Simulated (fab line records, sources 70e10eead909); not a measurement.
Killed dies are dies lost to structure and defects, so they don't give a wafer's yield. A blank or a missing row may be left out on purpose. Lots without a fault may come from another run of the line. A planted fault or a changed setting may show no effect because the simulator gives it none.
Which tool did it? | flow nand_harc | 24 lots, 72 wafers sampled, at 6 steps of a route of 1302

WHAT THE GAUGES READ, wafer by wafer
The record holds no reading of a measuring or inspecting step that can be judged against a usual standard deviation.

WHICH TOOL RAN EACH LOT (tool, then ch and the chambers of the sampled wafers, then the start)
lot  | NHARC_A_STAIRCASE_TRIM_16                     | NHARC_A_STAIRCASE_ETCH_19                     | NHARC_A_STAIRCASE_ETCH_21                     | NHARC_A_STAIRCASE_TRIM_187         | NHARC_A_STAIRCASE_TRIM_189     | NHARC_A_STAIRCASE_ETCH_192
L074 | rie_diel-05 ch 0,1,2, day 15 20:15 or earlier | rie_diel-05 ch 0,1, day 15 20:15 or earlier   | rie_diel-12 ch 1,2, day 15 20:15 or earlier   | rie_diel-05 ch 0,1, day 15 20:15   | rie_diel-05 ch 0,1,2, no start | rie_diel-05 ch 1,2, no start
L075 | rie_diel-12 ch 0,1, day 15 20:42 or earlier   | rie_diel-12 ch 0,1, day 15 20:42 or earlier   | rie_diel-05 ch 0,1, day 15 20:42 or earlier   | rie_diel-09 ch 0,1,3, day 15 20:42 | rie_diel-09 ch 0,2,3, no start | rie_diel-09 ch 1,2, no start
L076 | rie_diel-05 ch 0,1,2, day 16 19:03 or earlier | rie_diel-05 ch 0,2,3, day 16 19:03 or earlier | rie_diel-12 ch 0,1,3, day 16 19:03 or earlier | rie_diel-05 ch 1,2,3, day 16 19:03 | rie_diel-05 ch 0,1,2, no start | rie_diel-05 ch 0,2,3, no start
L078 | rie_diel-09 ch 0,1, day 17 05:53 or earlier   | rie_diel-09 ch 2,3, day 17 05:53 or earlier   | rie_diel-05 ch 0,2,3, day 17 05:53 or earlier | rie_diel-09 ch 0,2, day 17 05:53   | rie_diel-09 ch 0,3, no start   | rie_diel-09 ch 0,2,3, no start
L077 | rie_diel-09 ch 1,2,3, day 17 12:02 or earlier | rie_diel-09 ch 1,2,3, day 17 12:02 or earlier | rie_diel-09 ch 1,2, day 17 12:02 or earlier   | rie_diel-12 ch 1,2,3, day 17 12:02 | rie_diel-12 ch 1,2,3, no start | rie_diel-12 ch 0,1,3, no start
L079 | rie_diel-12 ch 0,2,3, day 18 04:14 or earlier | rie_diel-12 ch 0,1,2, day 18 04:14 or earlier | rie_diel-09 ch 1,2,3, day 18 04:14 or earlier | rie_diel-12 ch 1,2,3, day 18 04:14 | rie_diel-12 ch 0,2,3, no start | rie_diel-12 ch 0,1,3, no start
L080 | rie_diel-12 ch 0,1,3, day 18 04:25 or earlier | rie_diel-12 ch 0,1,3, day 18 04:25 or earlier | rie_diel-09 ch 1,3, day 18 04:25 or earlier   | rie_diel-09 ch 2,3, day 18 04:25   | rie_diel-09 ch 0,2, no start   | rie_diel-09 ch 0,1,3, no start
L081 | rie_diel-12 ch 0,1,2, day 18 15:50 or earlier | rie_diel-12 ch 1,2,3, day 18 15:50 or earlier | rie_diel-09 ch 1,2,3, day 18 15:50 or earlier | rie_diel-05 ch 0,1,3, day 18 15:50 | rie_diel-05 ch 1,2,3, no start | rie_diel-05 ch 0,1,3, no start
L082 | rie_diel-12 ch 0,1, day 18 23:55 or earlier   | rie_diel-12 ch 0,1, day 18 23:55 or earlier   | rie_diel-12 ch 1,2,3, day 18 23:55 or earlier | rie_diel-12 ch 0,1,2, day 18 23:55 | rie_diel-12 ch 0,1,2, no start | rie_diel-12 ch 0,2,3, no start
L083 | rie_diel-05 ch 0,1, day 19 13:31 or earlier   | rie_diel-05 ch 0,1,2, day 19 13:31 or earlier | rie_diel-05 ch 0,1,3, day 19 13:31 or earlier | rie_diel-12 ch 1,2,3, day 19 13:31 | rie_diel-12 ch 2,3, no start   | rie_diel-12 ch 0,1, no start
L085 | rie_diel-05 ch 1,2,3, day 20 03:19 or earlier | rie_diel-05 ch 1,2,3, day 20 03:19 or earlier | rie_diel-09 ch 0,2, day 20 03:19 or earlier   | rie_diel-05 ch 0,2, day 20 03:19   | rie_diel-05 ch 0,1, no start   | rie_diel-05 ch 0,2, no start
L084 | rie_diel-05 ch 0,1,2, day 20 03:25 or earlier | rie_diel-05 ch 1,2,3, day 20 03:25 or earlier | rie_diel-12 ch 0,2,3, day 20 03:25 or earlier | rie_diel-05 ch 0,1,3, day 20 03:25 | rie_diel-05 ch 0,1,3, no start | rie_diel-05 ch 0,1,2, no start
L086 | rie_diel-12 ch 2,3, day 21 07:16 or earlier   | rie_diel-12 ch 2,3, day 21 07:16 or earlier   | rie_diel-05 ch 1,3, day 21 07:16 or earlier   | rie_diel-12 ch 0,3, day 21 07:16   | rie_diel-12 ch 0,2,3, no start | rie_diel-12 ch 1,2, no start
L087 | rie_diel-12 ch 1,2,3, day 22 06:38 or earlier | rie_diel-12 ch 0,2, day 22 06:38 or earlier   | rie_diel-12 ch 0,1,2, day 22 06:38 or earlier | rie_diel-09 ch 2,3, day 22 06:38   | rie_diel-09 ch 1,2,3, no start | rie_diel-09 ch 0,1,3, no start
L089 | rie_diel-09 ch 1,2,3, day 22 07:24 or earlier | rie_diel-09 ch 0,1,2, day 22 07:24 or earlier | rie_diel-05 ch 0,1,2, day 22 07:24 or earlier | rie_diel-05 ch 0,2,3, day 22 07:24 | rie_diel-05 ch 1,2,3, no start | rie_diel-05 ch 0,1,3, no start
L088 | rie_diel-09 ch 0,1,2, day 22 08:02 or earlier | rie_diel-09 ch 0,1,3, day 22 08:02 or earlier | rie_diel-09 ch 1,2,3, day 22 08:02 or earlier | rie_diel-09 ch 1,2,3, day 22 08:02 | rie_diel-09 ch 0,2,3, no start | rie_diel-09 ch 1,2,3, no start
L090 | rie_diel-12 ch 0,2,3, day 22 23:13 or earlier | rie_diel-12 ch 1,2, day 22 23:13 or earlier   | rie_diel-12 ch 0,2,3, day 22 23:13 or earlier | rie_diel-12 ch 0,1, day 22 23:13   | rie_diel-12 ch 0,2,3, no start | rie_diel-12 ch 0,2,3, no start
L091 | rie_diel-12 ch 0,1, day 22 23:24 or earlier   | rie_diel-12 ch 2,3, day 22 23:24 or earlier   | rie_diel-12 ch 0,1,2, day 22 23:24 or earlier | rie_diel-09 ch 1,2, day 22 23:24   | rie_diel-09 ch 2,3, no start   | rie_diel-09 ch 0,1,2, no start
L092 | rie_diel-05 ch 1,2,3, day 23 15:10 or earlier | rie_diel-05 ch 0,2,3, day 23 15:10 or earlier | rie_diel-09 ch 0,1,3, day 23 15:10 or earlier | rie_diel-12 ch 1,2, day 23 15:10   | rie_diel-12 ch 1,2,3, no start | rie_diel-12 ch 2,3, no start
L093 | rie_diel-09 ch 1,2, day 23 19:02 or earlier   | rie_diel-09 ch 0,2, day 23 19:02 or earlier   | rie_diel-05 ch 0,1,3, day 23 19:02 or earlier | rie_diel-05 ch 2,3, day 23 19:02   | rie_diel-05 ch 0,1,2, no start | rie_diel-05 ch 0,3, no start
L094 | rie_diel-12 ch 2,3, day 24 01:14 or earlier   | rie_diel-12 ch 2,3, day 24 01:14 or earlier   | rie_diel-12 ch 1,3, day 24 01:14 or earlier   | rie_diel-09 ch 0,1,3, day 24 01:14 | rie_diel-09 ch 0,2,3, no start | rie_diel-09 ch 1,2,3, no start
L096 | rie_diel-09 ch 0,2,3, day 24 20:28 or earlier | rie_diel-09 ch 0,2, day 24 20:28 or earlier   | rie_diel-09 ch 0,1, day 24 20:28 or earlier   | rie_diel-12 ch 0,1,2, day 24 20:28 | rie_diel-12 ch 1,3, no start   | rie_diel-12 ch 1,2, no start
L095 | rie_diel-05 ch 0,1,3, day 25 03:29 or earlier | rie_diel-05 ch 2,3, day 25 03:29 or earlier   | rie_diel-12 ch 0,2,3, day 25 03:29 or earlier | rie_diel-05 ch 0,1, day 25 03:29   | rie_diel-05 ch 0,3, no start   | rie_diel-05 ch 0,1,3, no start
L097 | rie_diel-05 ch 0,1,3, day 25 22:37 or earlier | rie_diel-05 ch 0,2,3, day 25 22:37 or earlier | rie_diel-09 ch 2,3, day 25 22:37 or earlier   | rie_diel-09 ch 1,3, day 25 22:37   | rie_diel-09 ch 0,1, no start   | rie_diel-09 ch 1,2,3, no start
- NHARC_A_STAIRCASE_TRIM_16: chemistry O2, time 211.2 s.
- NHARC_A_STAIRCASE_ETCH_19: etches the open film in C4F8/O2, target depth 100 nm, time 40.5 s.
- NHARC_A_STAIRCASE_ETCH_21: etches the open film in C4F8/O2, target depth 100 nm, time 40.5 s.
- NHARC_A_STAIRCASE_TRIM_187: chemistry O2, time 211.2 s.
- NHARC_A_STAIRCASE_TRIM_189: chemistry O2, time 211.2 s.
- NHARC_A_STAIRCASE_ETCH_192: etches the open film in C4F8/O2, target depth 100 nm, time 40.5 s.

WHAT THE TOOLS THEMSELVES READ (means of the sampled wafers that have a number; where no wafer has one, the mark that the record gives instead)
NHARC_A_STAIRCASE_TRIM_16.
lot  | tool        | drypump_motor_current_A (A) | oes_product_au (a.u.) | rf_vpp_V (V) | showerhead_plenum_p_Torr (Torr) | throttle_valve_pct (%)
L074 | rie_diel-05 | 5.8                         | 1.007                 | 57.1         | 3.49                            | 17.040
L075 | rie_diel-12 | 5.8                         | 1.000                 | 58.5         | 3.76                            | 17.048
L076 | rie_diel-05 | 5.8                         | 1.007                 | 57.6         | 3.49                            | 17.041
L078 | rie_diel-09 | 6.1                         | 1.006                 | 57.5         | 3.61                            | 17.026
L077 | rie_diel-09 | 6.1                         | 0.998                 | 57.8         | 3.68                            | 17.036
L079 | rie_diel-12 | 5.6                         | 1.014                 | 57.9         | 3.56                            | 17.033
L080 | rie_diel-12 | 5.5                         | 1.014                 | 58.0         | 3.62                            | 17.029
L081 | rie_diel-12 | 5.7                         | 1.002                 | 57.8         | 3.70                            | 17.037
L082 | rie_diel-12 | 5.5                         | 1.011                 | 59.4         | 3.76                            | 17.036
L083 | rie_diel-05 | 5.4                         | 1.000                 | 57.4         | 3.51                            | 17.036
L085 | rie_diel-05 | 5.8                         | 1.002                 | 57.8         | 3.41                            | 17.039
L084 | rie_diel-05 | 5.8                         | 1.007                 | 57.1         | 3.47                            | 17.033
L086 | rie_diel-12 | 5.5                         | 1.008                 | 57.4         | 3.51                            | 17.043
L087 | rie_diel-12 | 5.3                         | 1.017                 | 58.1         | 3.56                            | 17.036
L089 | rie_diel-09 | 6.0                         | 0.996                 | 58.3         | 3.66                            | 17.042
L088 | rie_diel-09 | 6.1                         | 1.001                 | 58.8         | 3.60                            | 17.032
L090 | rie_diel-12 | 5.6                         | 0.999                 | 58.0         | 3.54                            | 17.037
L091 | rie_diel-12 | 5.8                         | 1.007                 | 58.9         | 3.73                            | 17.038
L092 | rie_diel-05 | 5.8                         | 1.000                 | 56.7         | 3.40                            | 17.037
L093 | rie_diel-09 | 6.2                         | 0.993                 | 58.4         | 3.71                            | 17.040
L094 | rie_diel-12 | 5.5                         | 1.009                 | 57.9         | 3.49                            | 17.035
L096 | rie_diel-09 | 6.0                         | 1.004                 | 58.4         | 3.53                            | 17.038
L095 | rie_diel-05 | 5.3                         | 0.998                 | 57.4         | 3.42                            | 17.038
L097 | rie_diel-05 | 5.3                         | 1.003                 | 57.3         | 3.42                            | 17.041

NHARC_A_STAIRCASE_ETCH_19.
lot  | tool        | oes_product_au (a.u.) | rf_vpp_V (V)
L074 | rie_diel-05 | 0.937                 | 896
L075 | rie_diel-12 | 0.954                 | 906
L076 | rie_diel-05 | 0.935                 | 894
L078 | rie_diel-09 | 0.935                 | 899
L077 | rie_diel-09 | 0.935                 | 901
L079 | rie_diel-12 | 0.942                 | 903
L080 | rie_diel-12 | 0.943                 | 900
L081 | rie_diel-12 | 0.951                 | 898
L082 | rie_diel-12 | 0.951                 | 904
L083 | rie_diel-05 | 0.948                 | 895
L085 | rie_diel-05 | 0.919                 | 893
L084 | rie_diel-05 | 0.933                 | 893
L086 | rie_diel-12 | 0.939                 | 892
L087 | rie_diel-12 | 0.928                 | 900
L089 | rie_diel-09 | 0.938                 | 899
L088 | rie_diel-09 | 0.939                 | 896
L090 | rie_diel-12 | 0.945                 | 900
L091 | rie_diel-12 | 0.942                 | 893
L092 | rie_diel-05 | 0.936                 | 894
L093 | rie_diel-09 | 0.948                 | 899
L094 | rie_diel-12 | 0.952                 | 895
L096 | rie_diel-09 | 0.955                 | 894
L095 | rie_diel-05 | 0.952                 | 890
L097 | rie_diel-05 | 0.954                 | 893

NHARC_A_STAIRCASE_ETCH_21.
lot  | tool        | oes_product_au (a.u.) | rf_vpp_V (V)
L074 | rie_diel-12 | 0.975                 | 902
L075 | rie_diel-05 | 0.946                 | 893
L076 | rie_diel-12 | 0.979                 | 900
L078 | rie_diel-05 | 0.923                 | 895
L077 | rie_diel-09 | 0.935                 | 904
L079 | rie_diel-09 | 0.941                 | 902
L080 | rie_diel-09 | 0.945                 | 901
L081 | rie_diel-09 | 0.965                 | 901
L082 | rie_diel-12 | 0.965                 | 898
L083 | rie_diel-05 | 0.948                 | 893
L085 | rie_diel-09 | 0.929                 | 894
L084 | rie_diel-12 | 0.975                 | 896
L086 | rie_diel-05 | 0.958                 | 891
L087 | rie_diel-12 | 0.949                 | 900
L089 | rie_diel-05 | 0.968                 | 894
L088 | rie_diel-09 | 0.936                 | 902
L090 | rie_diel-12 | 0.950                 | 897
L091 | rie_diel-12 | 0.943                 | 901
L092 | rie_diel-09 | 0.954                 | 895
L093 | rie_diel-05 | 0.972                 | 892
L094 | rie_diel-12 | 0.955                 | 899
L096 | rie_diel-09 | 0.952                 | 897
L095 | rie_diel-12 | 0.979                 | 896
L097 | rie_diel-09 | 0.963                 | 900

NHARC_A_STAIRCASE_TRIM_187.
lot  | tool        | drypump_motor_current_A (A) | oes_product_au (a.u.) | rf_vpp_V (V) | showerhead_plenum_p_Torr (Torr) | throttle_valve_pct (%)
L074 | rie_diel-05 | 5.3                         | 1.007                 | 57.8         | 3.46                            | 17.041
L075 | rie_diel-09 | 6.0                         | 1.008                 | 57.9         | 3.56                            | 17.041
L076 | rie_diel-05 | 5.8                         | 0.995                 | 57.6         | 3.42                            | 17.039
L078 | rie_diel-09 | 6.1                         | 0.993                 | 58.1         | 3.63                            | 17.037
L077 | rie_diel-12 | 5.3                         | 1.016                 | 57.7         | 3.58                            | 17.034
L079 | rie_diel-12 | 5.3                         | 1.019                 | 57.9         | 3.58                            | 17.037
L080 | rie_diel-09 | 6.0                         | 0.991                 | 58.0         | 3.69                            | 17.034
L081 | rie_diel-05 | 5.3                         | 0.998                 | 58.1         | 3.45                            | 17.036
L082 | rie_diel-12 | 5.6                         | 1.008                 | 58.5         | 3.70                            | 17.034
L083 | rie_diel-12 | 5.3                         | 1.018                 | 58.7         | 3.57                            | 17.041
L085 | rie_diel-05 | 5.8                         | 1.013                 | 57.7         | 3.54                            | 17.028
L084 | rie_diel-05 | 5.3                         | 0.999                 | 57.3         | 3.44                            | 17.033
L086 | rie_diel-12 | 5.8                         | 1.008                 | 57.4         | 3.59                            | 17.019
L087 | rie_diel-09 | 5.9                         | 0.989                 | 57.7         | 3.61                            | 17.042
L089 | rie_diel-05 | 5.8                         | 1.009                 | 58.6         | 3.47                            | 17.039
L088 | rie_diel-09 | 6.0                         | 0.994                 | 57.3         | 3.66                            | 17.042
L090 | rie_diel-12 | 5.8                         | 1.009                 | 57.9         | 3.73                            | 17.041
L091 | rie_diel-09 | 6.1                         | 0.990                 | 57.5         | 3.73                            | 17.038
L092 | rie_diel-12 | 5.5                         | 1.011                 | 57.5         | 3.64                            | 17.037
L093 | rie_diel-05 | 5.8                         | 1.006                 | 57.0         | 3.40                            | 17.040
L094 | rie_diel-09 | 6.0                         | 0.998                 | 57.8         | 3.52                            | 17.036
L096 | rie_diel-12 | 5.6                         | 1.011                 | 58.7         | 3.67                            | 17.032
L095 | rie_diel-05 | 5.4                         | 1.000                 | 58.4         | 3.48                            | 17.041
L097 | rie_diel-09 | 6.0                         | 0.991                 | 57.9         | 3.63                            | 17.033

NHARC_A_STAIRCASE_TRIM_189.
lot  | tool        | drypump_motor_current_A (A) | oes_product_au (a.u.) | rf_vpp_V (V) | showerhead_plenum_p_Torr (Torr) | throttle_valve_pct (%)
L074 | rie_diel-05 | 5.8                         | 1.008                 | 57.4         | 3.49                            | 17.029
L075 | rie_diel-09 | 6.0                         | 1.003                 | 58.0         | 3.57                            | 17.040
L076 | rie_diel-05 | 5.8                         | 0.995                 | 57.7         | 3.49                            | 17.036
L078 | rie_diel-09 | 5.8                         | 1.002                 | 57.7         | 3.50                            | 17.033
L077 | rie_diel-12 | 5.3                         | 1.016                 | 58.5         | 3.58                            | 17.036
L079 | rie_diel-12 | 5.6                         | 1.011                 | 57.9         | 3.56                            | 17.043
L080 | rie_diel-09 | 6.0                         | 0.992                 | 57.1         | 3.50                            | 17.041
L081 | rie_diel-05 | 5.7                         | 1.001                 | 57.5         | 3.42                            | 17.044
L082 | rie_diel-12 | 5.6                         | 1.014                 | 58.0         | 3.70                            | 17.034
L083 | rie_diel-12 | 5.5                         | 1.013                 | 58.1         | 3.51                            | 17.034
L085 | rie_diel-05 | 5.4                         | 1.005                 | 58.0         | 3.50                            | 17.039
L084 | rie_diel-05 | 5.3                         | 0.994                 | 57.1         | 3.44                            | 17.038
L086 | rie_diel-12 | 5.6                         | 1.004                 | 58.0         | 3.55                            | 17.031
L087 | rie_diel-09 | 6.1                         | 0.995                 | 58.6         | 3.66                            | 17.038
L089 | rie_diel-05 | 5.8                         | 0.990                 | 57.3         | 3.40                            | 17.032
L088 | rie_diel-09 | 6.0                         | 0.999                 | 57.0         | 3.54                            | 17.027
L090 | rie_diel-12 | 5.6                         | 1.011                 | 58.3         | 3.54                            | 17.034
L091 | rie_diel-09 | 6.0                         | 0.993                 | 58.1         | 3.67                            | 17.039
L092 | rie_diel-12 | 5.3                         | 1.004                 | 57.3         | 3.56                            | 17.027
L093 | rie_diel-05 | 5.8                         | 1.008                 | 57.3         | 3.46                            | 17.044
L094 | rie_diel-09 | 6.0                         | 0.999                 | 57.9         | 3.53                            | 17.036
L096 | rie_diel-12 | 5.1                         | 1.010                 | 57.7         | 3.47                            | 17.026
L095 | rie_diel-05 | 5.3                         | 1.008                 | 57.9         | 3.42                            | 17.045
L097 | rie_diel-09 | 6.1                         | 0.998                 | 58.8         | 3.56                            | 17.046

NHARC_A_STAIRCASE_ETCH_192.
lot  | tool        | oes_product_au (a.u.) | rf_vpp_V (V)
L074 | rie_diel-05 | 0.957                 | 892
L075 | rie_diel-09 | 0.926                 | 905
L076 | rie_diel-05 | 0.947                 | 894
L078 | rie_diel-09 | 0.944                 | 897
L077 | rie_diel-12 | 0.954                 | 899
L079 | rie_diel-12 | 0.940                 | 900
L080 | rie_diel-09 | 0.956                 | 897
L081 | rie_diel-05 | 0.949                 | 893
L082 | rie_diel-12 | 0.950                 | 897
L083 | rie_diel-12 | 0.955                 | 903
L085 | rie_diel-05 | 0.951                 | 897
L084 | rie_diel-05 | 0.941                 | 894
L086 | rie_diel-12 | 0.954                 | 900
L087 | rie_diel-09 | 0.949                 | 896
L089 | rie_diel-05 | 0.952                 | 893
L088 | rie_diel-09 | 0.930                 | 901
L090 | rie_diel-12 | 0.942                 | 896
L091 | rie_diel-09 | 0.942                 | 898
L092 | rie_diel-12 | 0.956                 | 895
L093 | rie_diel-05 | 0.946                 | 893
L094 | rie_diel-09 | 0.935                 | 901
L096 | rie_diel-12 | 0.948                 | 900
L095 | rie_diel-05 | 0.938                 | 891
L097 | rie_diel-09 | 0.933                 | 900

THE ANSWER, worked out from the rows above alone
Rule: what is usual is taken from the lots themselves. Put in order of their means at a reading, lots are off if they are a third of the lots or fewer, leave a main group of 4 or more, and stand apart from it by a gap of 3 or more times the standard deviation of the main group's means; of several such gaps the widest counts. A main group whose means are all the same, to the digits that the tables above print for the reading, isn't used. A lot without any number at a reading at which 4 lots or more have one is off too. The other lots that the step has rows for count as sound. The gauges are gone through in route order, then the tools' own readings, and for those a lot's mean is taken as printed above. The first step at which some lot is off is used, and at that step the reading that is off furthest; a lot without a number counts as furthest.
No lot is off at any reading shown: from this, nothing can be told.

WHAT THE SIMULATOR HAD PUT IN
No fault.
